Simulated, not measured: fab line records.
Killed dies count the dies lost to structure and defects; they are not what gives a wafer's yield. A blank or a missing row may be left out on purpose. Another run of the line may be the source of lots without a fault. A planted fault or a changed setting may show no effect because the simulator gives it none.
Lot-split experiment | flow n5 finfet | 21 wafers read from 7 lots, route of 1938 steps

== SPLIT DETAILS ==
At N5_SD_EPI_N_DESCUM_14 (chemistry O2, time 7.9 s), the setting time s was moved away from the recipe's 7.9 s on 7 of the 21 wafers read, by -22.3% to +17.1%. The other wafers ran this setting at the recipe's value.

The reading is taken at the split's own step.

== THE READING ==
CAR-ArF-block_of_SD_EPI_N_COAT_03.thk nm (the simulator's own value, which no gauge read), in nm, at N5_SD_EPI_N_DESCUM_14 (chemistry O2, time 7.9 s). The file gives no usual value for it. Across the 14 wafers here that went through the recipe, the average is 143.5 nm and the standard deviation 0.46 nm.

wafer  | tool, chamber at the split | time s as run, s | against the recipe | CAR-ArF-block_of_SD_EPI_N_COAT_03.thk nm, nm | against lot-mates on the recipe
L074.2 | rie diel-01, 3             | 7.9              | recipe             | 144                                          | -
L074.4 | rie diel-01, 0             | 7.9              | recipe             | 144.2                                        | -
L074.6 | rie diel-01, 2             | 7.9              | recipe             | 143.8                                        | -
L075.1 | rie diel-04, 2             | 7.9              | recipe             | 143.4                                        | -
L075.3 | rie diel-04, 0             | 7.9              | recipe             | 143.6                                        | -
L075.6 | rie diel-04, 2             | 6.715            | -15.0%             | 144.6                                        | +1.1
L077.3 | rie diel-04, 1             | 7.9              | recipe             | 142.8                                        | -
L077.4 | rie diel-04, 1             | 6.138            | -22.3%             | 144.2                                        | +1.4
L077.6 | rie diel-04, 2             | 6.138            | -22.3%             | 143.8                                        | +1.0
L082.1 | rie diel-04, 0,2           | 9.249            | +17.1%             | 142.6                                        | -1.4
L082.2 | rie diel-04, 0,2           | 9.249            | +17.1%             | 142.6                                        | -1.4
L082.3 | rie diel-04, 3             | 7.9              | recipe             | 144                                          | -
L086.2 | rie diel-02, 1             | 8.441            | +6.8%              | 143.4                                        | -0.4
L086.5 | rie diel-02, 3             | 7.9              | recipe             | 143.6                                        | -
L086.6 | rie diel-02, 2             | 7.9              | recipe             | 144                                          | -
L090.1 | rie diel-02, 0             | 7.9              | recipe             | 142.8                                        | -
L090.5 | rie diel-02, 0             | 7.9              | recipe             | 142.8                                        | -
L090.3 | rie diel-02, 3             | 6.557            | -17.0%             | 144.2                                        | +1.4
L092.1 | rie diel-04, 1,3           | 7.9              | recipe             | 143.2                                        | -
L092.4 | rie diel-04, 1,3           | 7.9              | recipe             | 143.2                                        | -
L092.5 | rie diel-04, 2             | 7.9              | recipe             | 143.4                                        | -
When a row names more than one chamber, that row covers several wafers, and the file does not tell which wafer ran in which chamber.

THE FIT
A straight line over all 21 wafers: CAR-ArF-block_of_SD_EPI_N_COAT_03.thk nm changes by -0.0389 nm for each +1% of time s; r = -0.68; the points scatter about the line by 0.44 nm.
The same after taking each lot's own level away (the mean of its wafers on the recipe; 21 wafers): -0.0681 nm for each +1%; r = -0.97; scatter 0.18 nm.
The reading moves by 1.5 nm for the largest change in time s, on that fit.
From 142.80 to 144.00 nm: that is the span of the lots' own levels, equal to 2.6 times the standard deviation above.
So the lot-to-lot level blurs the effect unless lot-mates are compared.
Check: +1.51 nm against its lot-mates is what the line predicts for one of the wafers moved furthest among these (-22.3%) when that wafer is left out of the fit. Against them it came out at +1.4 nm.

== ADDITIONAL SPLITS CARRIED BY THESE WAFERS ==
These wafers also went through other splits before the reading. Each is held against what the fit with the lots' levels taken away leaves over:
other split on the same wafers  | wafers away from the commonest value | r with CAR-ArF-block_of_SD_EPI_N_COAT_03.thk nm (lot level and that fit taken away)
N5_WELL_APT_COAT_19 spin rpm    | 10                                   | -0.22
N5_FIN_CUT_EXPOSE_05 dose mj    | 8                                    | -0.04
N5_FIN_CUT_ETCH_21 h2 flow sccm | 6                                    | +0.24
N5_SD_EPI_N_COAT_33 spin rpm    | 6                                    | -0.30

== THE FILE'S OWN FIT ==
CAR-ArF-block_of_SD_EPI_N_COAT_03.thk nm changes by -0.0694 nm for each +1% of time s, r = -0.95.
